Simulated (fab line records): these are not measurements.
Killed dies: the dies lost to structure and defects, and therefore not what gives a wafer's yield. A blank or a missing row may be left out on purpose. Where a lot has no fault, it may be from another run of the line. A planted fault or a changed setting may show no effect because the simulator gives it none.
The tool behind it: which one? || flow n5_finfet || 24 lots with 72 wafers sampled at 4 steps, on a route of 1938 steps

== WHAT THE GAUGES SHOWED, per wafer ==
N5_BEOL_M4_OCD_MEAS_38. Usual: trench_depth_nm 55.5 nm, standard deviation 0.92.
{"lot": "L074", "measured": "day 8 05:53", "on": "ocd-01", "trench_depth_nm (nm)": "56.6 54.4 55.8", "flag": ""}
{"lot": "L075", "measured": "day 8 20:32", "on": "ocd-02", "trench_depth_nm (nm)": "54.3 55.4 56.3", "flag": ""}
{"lot": "L077", "measured": "day 9 04:25", "on": "ocd-01", "trench_depth_nm (nm)": "55.1 54.4 56.4", "flag": ""}
{"lot": "L076", "measured": "day 9 04:27", "on": "ocd-02", "trench_depth_nm (nm)": "54.4 55.4 57.3", "flag": ""}
{"lot": "L078", "measured": "day 9 07:30", "on": "ocd-01", "trench_depth_nm (nm)": "54.8 54.3 55.1", "flag": ""}
{"lot": "L079", "measured": "day 9 09:34", "on": "ocd-02", "trench_depth_nm (nm)": "53.8 54.6 55.0", "flag": ""}
{"lot": "L080", "measured": "day 9 18:18", "on": "ocd-02", "trench_depth_nm (nm)": "56.1 54.6 56.5", "flag": ""}
{"lot": "L081", "measured": "day 10 04:25", "on": "ocd-01", "trench_depth_nm (nm)": "56.2 55.2 56.0", "flag": ""}
{"lot": "L083", "measured": "day 10 14:37", "on": "ocd-02", "trench_depth_nm (nm)": "55.3 55.2 54.7", "flag": ""}
{"lot": "L082", "measured": "day 10 15:10", "on": "ocd-02", "trench_depth_nm (nm)": "55.9 55.5 55.3", "flag": ""}
{"lot": "L084", "measured": "day 11 09:59", "on": "ocd-01", "trench_depth_nm (nm)": "54.7 56.1 56.1", "flag": ""}
{"lot": "L085", "measured": "day 11 13:44", "on": "ocd-02", "trench_depth_nm (nm)": "55.2 55.0 54.0", "flag": ""}
{"lot": "L086", "measured": "day 11 16:43", "on": "ocd-01", "trench_depth_nm (nm)": "56.4 54.8 53.6", "flag": ""}
{"lot": "L087", "measured": "day 11 17:05", "on": "ocd-01", "trench_depth_nm (nm)": "55.1 56.7 55.9", "flag": ""}
{"lot": "L089", "measured": "day 11 21:56", "on": "ocd-01", "trench_depth_nm (nm)": "55.6 56.8 54.1", "flag": ""}
{"lot": "L088", "measured": "day 12 02:29", "on": "ocd-01", "trench_depth_nm (nm)": "54.9 55.4 56.2", "flag": ""}
{"lot": "L090", "measured": "day 12 09:44", "on": "ocd-02", "trench_depth_nm (nm)": "56.1 56.2 55.4", "flag": ""}
{"lot": "L092", "measured": "day 12 14:36", "on": "ocd-02", "trench_depth_nm (nm)": "54.9 56.5 57.1", "flag": ""}
{"lot": "L091", "measured": "day 12 19:16", "on": "ocd-02", "trench_depth_nm (nm)": "55.9 54.4 55.1", "flag": ""}
{"lot": "L094", "measured": "day 13 06:04", "on": "ocd-01", "trench_depth_nm (nm)": "55.9 54.7 57.4", "flag": ""}
{"lot": "L093", "measured": "day 13 15:23", "on": "ocd-02", "trench_depth_nm (nm)": "55.3 56.0 55.1", "flag": ""}
{"lot": "L095", "measured": "day 13 16:17", "on": "ocd-02", "trench_depth_nm (nm)": "56.7 55.9 57.5", "flag": ""}
{"lot": "L096", "measured": "day 13 23:57", "on": "ocd-02", "trench_depth_nm (nm)": "55.2 56.3 56.6", "flag": ""}
{"lot": "L097", "measured": "day 14 04:31", "on": "ocd-01", "trench_depth_nm (nm)": "54.5 53.9 55.2", "flag": ""}

N5_BEOL_M4_CD_MEAS_35: target cd 18 nm, target cd y 22.4 nm. Usual: cd_nm 18.0 nm, standard deviation 0.3.
{"lot": "L074", "measured": "day 8 06:09", "on": "cd_sem-01", "cd_nm (nm)": "17.7 17.9 17.7", "flag": ""}
{"lot": "L075", "measured": "day 8 20:41", "on": "cd_sem-01", "cd_nm (nm)": "17.7 17.5 18.0", "flag": ""}
{"lot": "L077", "measured": "day 9 04:34", "on": "cd_sem-03", "cd_nm (nm)": "17.8 17.9 18.0", "flag": ""}
{"lot": "L076", "measured": "day 9 04:39", "on": "cd_sem-01", "cd_nm (nm)": "18.1 17.8 18.0", "flag": ""}
{"lot": "L078", "measured": "day 9 07:40", "on": "cd_sem-01", "cd_nm (nm)": "17.9 17.6 17.6", "flag": ""}
{"lot": "L079", "measured": "day 9 09:43", "on": "cd_sem-03", "cd_nm (nm)": "17.3 18.1 17.9", "flag": ""}
{"lot": "L080", "measured": "day 9 18:27", "on": "cd_sem-01", "cd_nm (nm)": "17.9 17.8 18.2", "flag": ""}
{"lot": "L081", "measured": "day 10 04:34", "on": "cd_sem-01", "cd_nm (nm)": "17.7 17.9 18.0", "flag": ""}
{"lot": "L083", "measured": "day 10 14:46", "on": "cd_sem-03", "cd_nm (nm)": "17.8 18.0 17.9", "flag": ""}
{"lot": "L082", "measured": "day 10 15:25", "on": "cd_sem-01", "cd_nm (nm)": "18.1 17.7 17.8", "flag": ""}
{"lot": "L084", "measured": "day 11 10:08", "on": "cd_sem-03", "cd_nm (nm)": "17.6 17.7 17.4", "flag": ""}
{"lot": "L085", "measured": "day 11 13:53", "on": "cd_sem-02", "cd_nm (nm)": "17.7 18.4 18.3", "flag": ""}
{"lot": "L086", "measured": "day 11 16:52", "on": "cd_sem-03", "cd_nm (nm)": "18.3 18.1 17.7", "flag": ""}
{"lot": "L087", "measured": "day 11 17:16", "on": "cd_sem-03", "cd_nm (nm)": "18.6 18.7 18.5", "flag": ""}
{"lot": "L089", "measured": "day 11 22:05", "on": "cd_sem-03", "cd_nm (nm)": "17.9 17.9 18.4", "flag": ""}
{"lot": "L088", "measured": "day 12 02:38", "on": "cd_sem-02", "cd_nm (nm)": "17.9 17.8 18.3", "flag": ""}
{"lot": "L090", "measured": "day 12 09:53", "on": "cd_sem-03", "cd_nm (nm)": "18.0 18.0 18.4", "flag": ""}
{"lot": "L092", "measured": "day 12 14:45", "on": "cd_sem-02", "cd_nm (nm)": "18.0 18.2 18.2", "flag": ""}
{"lot": "L091", "measured": "day 12 19:26", "on": "cd_sem-03", "cd_nm (nm)": "18.1 17.8 18.2", "flag": ""}
{"lot": "L094", "measured": "day 13 06:14", "on": "cd_sem-03", "cd_nm (nm)": "18.2 18.5 18.5", "flag": ""}
{"lot": "L093", "measured": "day 13 15:32", "on": "cd_sem-02", "cd_nm (nm)": "18.2 17.8 17.7", "flag": ""}
{"lot": "L095", "measured": "day 13 16:26", "on": "cd_sem-02", "cd_nm (nm)": "17.8 18.0 17.7", "flag": ""}
{"lot": "L096", "measured": "day 14 00:06", "on": "cd_sem-01", "cd_nm (nm)": "17.5 18.1 18.0", "flag": ""}
{"lot": "L097", "measured": "day 14 04:40", "on": "cd_sem-03", "cd_nm (nm)": "17.8 18.4 17.7", "flag": ""}

N5_BEOL_M5_CD_MEAS_11: the cd target is 27.74 nm. Usual: cd_nm 27.99 nm, standard deviation 0.24.
{"lot": "L074", "measured": "day 8 14:16", "on": "cd_sem-01", "cd_nm (nm)": "28.35 28.00 28.41", "flag": ""}
{"lot": "L075", "measured": "day 9 04:22", "on": "cd_sem-03", "cd_nm (nm)": "28.03 28.18 27.83", "flag": ""}
{"lot": "L077", "measured": "day 9 11:05", "on": "cd_sem-02", "cd_nm (nm)": "28.16 28.18 27.95", "flag": ""}
{"lot": "L076", "measured": "day 9 11:20", "on": "cd_sem-01", "cd_nm (nm)": "28.30 27.83 27.86", "flag": ""}
{"lot": "L078", "measured": "day 9 18:26", "on": "cd_sem-02", "cd_nm (nm)": "28.54 28.03 28.37", "flag": ""}
{"lot": "L079", "measured": "day 9 19:19", "on": "cd_sem-02", "cd_nm (nm)": "28.13 27.77 28.42", "flag": ""}
{"lot": "L080", "measured": "day 10 02:23", "on": "cd_sem-03", "cd_nm (nm)": "27.88 28.19 28.07", "flag": ""}
{"lot": "L081", "measured": "day 10 10:56", "on": "cd_sem-03", "cd_nm (nm)": "27.84 27.67 28.31", "flag": ""}
{"lot": "L083", "measured": "day 10 21:23", "on": "cd_sem-01", "cd_nm (nm)": "27.98 27.98 27.56", "flag": ""}
{"lot": "L082", "measured": "day 10 23:40", "on": "cd_sem-01", "cd_nm (nm)": "27.94 28.06 28.17", "flag": ""}
{"lot": "L084", "measured": "day 11 17:11", "on": "cd_sem-01", "cd_nm (nm)": "27.91 27.54 28.08", "flag": ""}
{"lot": "L085", "measured": "day 11 21:11", "on": "cd_sem-02", "cd_nm (nm)": "28.32 28.27 28.69", "flag": ""}
{"lot": "L086", "measured": "day 11 23:41", "on": "cd_sem-01", "cd_nm (nm)": "27.63 27.78 28.12", "flag": ""}
{"lot": "L087", "measured": "day 12 02:12", "on": "cd_sem-01", "cd_nm (nm)": "28.02 28.05 27.95", "flag": ""}
{"lot": "L089", "measured": "day 12 06:38", "on": "cd_sem-01", "cd_nm (nm)": "28.25 28.17 28.37", "flag": ""}
{"lot": "L088", "measured": "day 12 10:05", "on": "cd_sem-03", "cd_nm (nm)": "27.62 28.02 27.85", "flag": ""}
{"lot": "L090", "measured": "day 12 18:43", "on": "cd_sem-02", "cd_nm (nm)": "27.68 27.97 27.82", "flag": ""}
{"lot": "L092", "measured": "day 12 23:04", "on": "cd_sem-03", "cd_nm (nm)": "28.00 27.96 27.86", "flag": ""}
{"lot": "L091", "measured": "day 13 02:18", "on": "cd_sem-03", "cd_nm (nm)": "28.32 28.03 28.15", "flag": ""}
{"lot": "L094", "measured": "day 13 19:17", "on": "cd_sem-03", "cd_nm (nm)": "27.95 27.98 28.05", "flag": ""}
{"lot": "L093", "measured": "day 13 23:49", "on": "cd_sem-03", "cd_nm (nm)": "27.90 28.07 28.02", "flag": ""}
{"lot": "L095", "measured": "day 14 00:01", "on": "cd_sem-02", "cd_nm (nm)": "28.13 27.85 27.72", "flag": ""}
{"lot": "L096", "measured": "day 14 10:14", "on": "cd_sem-01", "cd_nm (nm)": "27.80 27.63 27.53", "flag": ""}
{"lot": "L097", "measured": "day 14 10:45", "on": "cd_sem-02", "cd_nm (nm)": "27.85 27.94 27.84", "flag": ""}

== TOOL THAT RAN EACH LOT (tool first, then ch and the chambers of the sampled wafers, then the start) ==
{"lot": "L074", "N5_BEOL_M4_SPUTTER_92": "pvd_sputter-01, day 8 08:45"}
{"lot": "L075", "N5_BEOL_M4_SPUTTER_92": "pvd_sputter-02, day 8 23:35"}
{"lot": "L077", "N5_BEOL_M4_SPUTTER_92": "pvd_sputter-02, day 9 06:37"}
{"lot": "L076", "N5_BEOL_M4_SPUTTER_92": "pvd_sputter-01, day 9 06:40"}
{"lot": "L078", "N5_BEOL_M4_SPUTTER_92": "pvd_sputter-02, day 9 10:36"}
{"lot": "L079", "N5_BEOL_M4_SPUTTER_92": "pvd_sputter-02, day 9 14:32"}
{"lot": "L080", "N5_BEOL_M4_SPUTTER_92": "pvd_sputter-03, day 9 21:28"}
{"lot": "L081", "N5_BEOL_M4_SPUTTER_92": "pvd_sputter-01, day 10 06:58"}
{"lot": "L083", "N5_BEOL_M4_SPUTTER_92": "pvd_sputter-01, day 10 17:06"}
{"lot": "L082", "N5_BEOL_M4_SPUTTER_92": "pvd_sputter-03, day 10 17:34"}
{"lot": "L084", "N5_BEOL_M4_SPUTTER_92": "pvd_sputter-03, day 11 12:35"}
{"lot": "L085", "N5_BEOL_M4_SPUTTER_92": "pvd_sputter-01, day 11 16:05"}
{"lot": "L086", "N5_BEOL_M4_SPUTTER_92": "pvd_sputter-02, day 11 19:08"}
{"lot": "L087", "N5_BEOL_M4_SPUTTER_92": "pvd_sputter-01, day 11 20:49"}
{"lot": "L089", "N5_BEOL_M4_SPUTTER_92": "pvd_sputter-01, day 12 00:47"}
{"lot": "L088", "N5_BEOL_M4_SPUTTER_92": "pvd_sputter-03, day 12 05:12"}
{"lot": "L090", "N5_BEOL_M4_SPUTTER_92": "pvd_sputter-02, day 12 12:20"}
{"lot": "L092", "N5_BEOL_M4_SPUTTER_92": "pvd_sputter-03, day 12 17:04"}
{"lot": "L091", "N5_BEOL_M4_SPUTTER_92": "pvd_sputter-02, day 12 21:42"}
{"lot": "L094", "N5_BEOL_M4_SPUTTER_92": "pvd_sputter-03, day 13 08:34"}
{"lot": "L093", "N5_BEOL_M4_SPUTTER_92": "pvd_sputter-01, day 13 17:38"}
{"lot": "L095", "N5_BEOL_M4_SPUTTER_92": "pvd_sputter-01, day 13 19:28"}
{"lot": "L096", "N5_BEOL_M4_SPUTTER_92": "pvd_sputter-01, day 14 02:45"}
{"lot": "L097", "N5_BEOL_M4_SPUTTER_92": "pvd_sputter-02, day 14 06:50"}
- N5_BEOL_M4_SPUTTER_92: material Cu, target thk 4.5 nm, time 8.29 s.

== AS READ BY THE TOOLS THEMSELVES (means over the sampled wafers that have a number; for cases with no such wafer, the mark the record gives instead) ==
N5_BEOL_M4_SPUTTER_92. Usual: throttle_valve_pct 30.1 %, standard deviation 0.98.
{"lot": "L074", "tool": "pvd_sputter-01", "throttle_valve_pct (%)": 30.5, "flag": ""}
{"lot": "L075", "tool": "pvd_sputter-02", "throttle_valve_pct (%)": 30.0, "flag": ""}
{"lot": "L077", "tool": "pvd_sputter-02", "throttle_valve_pct (%)": 30.5, "flag": ""}
{"lot": "L076", "tool": "pvd_sputter-01", "throttle_valve_pct (%)": 30.5, "flag": ""}
{"lot": "L078", "tool": "pvd_sputter-02", "throttle_valve_pct (%)": 29.1, "flag": ""}
{"lot": "L079", "tool": "pvd_sputter-02", "throttle_valve_pct (%)": 29.5, "flag": ""}
{"lot": "L080", "tool": "pvd_sputter-03", "throttle_valve_pct (%)": 29.7, "flag": ""}
{"lot": "L081", "tool": "pvd_sputter-01", "throttle_valve_pct (%)": 29.8, "flag": ""}
{"lot": "L083", "tool": "pvd_sputter-01", "throttle_valve_pct (%)": 29.7, "flag": ""}
{"lot": "L082", "tool": "pvd_sputter-03", "throttle_valve_pct (%)": 30.2, "flag": ""}
{"lot": "L084", "tool": "pvd_sputter-03", "throttle_valve_pct (%)": 29.7, "flag": ""}
{"lot": "L085", "tool": "pvd_sputter-01", "throttle_valve_pct (%)": 29.7, "flag": ""}
{"lot": "L086", "tool": "pvd_sputter-02", "throttle_valve_pct (%)": 29.4, "flag": ""}
{"lot": "L087", "tool": "pvd_sputter-01", "throttle_valve_pct (%)": 30.4, "flag": ""}
{"lot": "L089", "tool": "pvd_sputter-01", "throttle_valve_pct (%)": 30.5, "flag": ""}
{"lot": "L088", "tool": "pvd_sputter-03", "throttle_valve_pct (%)": 30.7, "flag": ""}
{"lot": "L090", "tool": "pvd_sputter-02", "throttle_valve_pct (%)": 30.5, "flag": ""}
{"lot": "L092", "tool": "pvd_sputter-03", "throttle_valve_pct (%)": 30.1, "flag": ""}
{"lot": "L091", "tool": "pvd_sputter-02", "throttle_valve_pct (%)": 29.4, "flag": ""}
{"lot": "L094", "tool": "pvd_sputter-03", "throttle_valve_pct (%)": 29.7, "flag": ""}
{"lot": "L093", "tool": "pvd_sputter-01", "throttle_valve_pct (%)": 29.9, "flag": ""}
{"lot": "L095", "tool": "pvd_sputter-01", "throttle_valve_pct (%)": 29.8, "flag": ""}
{"lot": "L096", "tool": "pvd_sputter-01", "throttle_valve_pct (%)": 29.6, "flag": ""}
{"lot": "L097", "tool": "pvd_sputter-02", "throttle_valve_pct (%)": 28.7, "flag": ""}

== THE ANSWER, worked out from the rows above alone ==
Rule: lot off if the mean of its wafers having a number is beyond 3 standard deviations from the usual mean. A lot without any number at a reading at which 4 lots or more have one is off too. Where the step has rows for the other lots, those lots are counted as sound. Order of review: gauges by route order, followed by the tools' own readings, for which a lot's mean as printed above is used. At the first step where some lot is off, the reading lying furthest off is the one used; lots without a number count as furthest.
Nothing can be told from this: no lot is off at any reading shown.

== WHAT THE SIMULATOR HAD PUT IN ==
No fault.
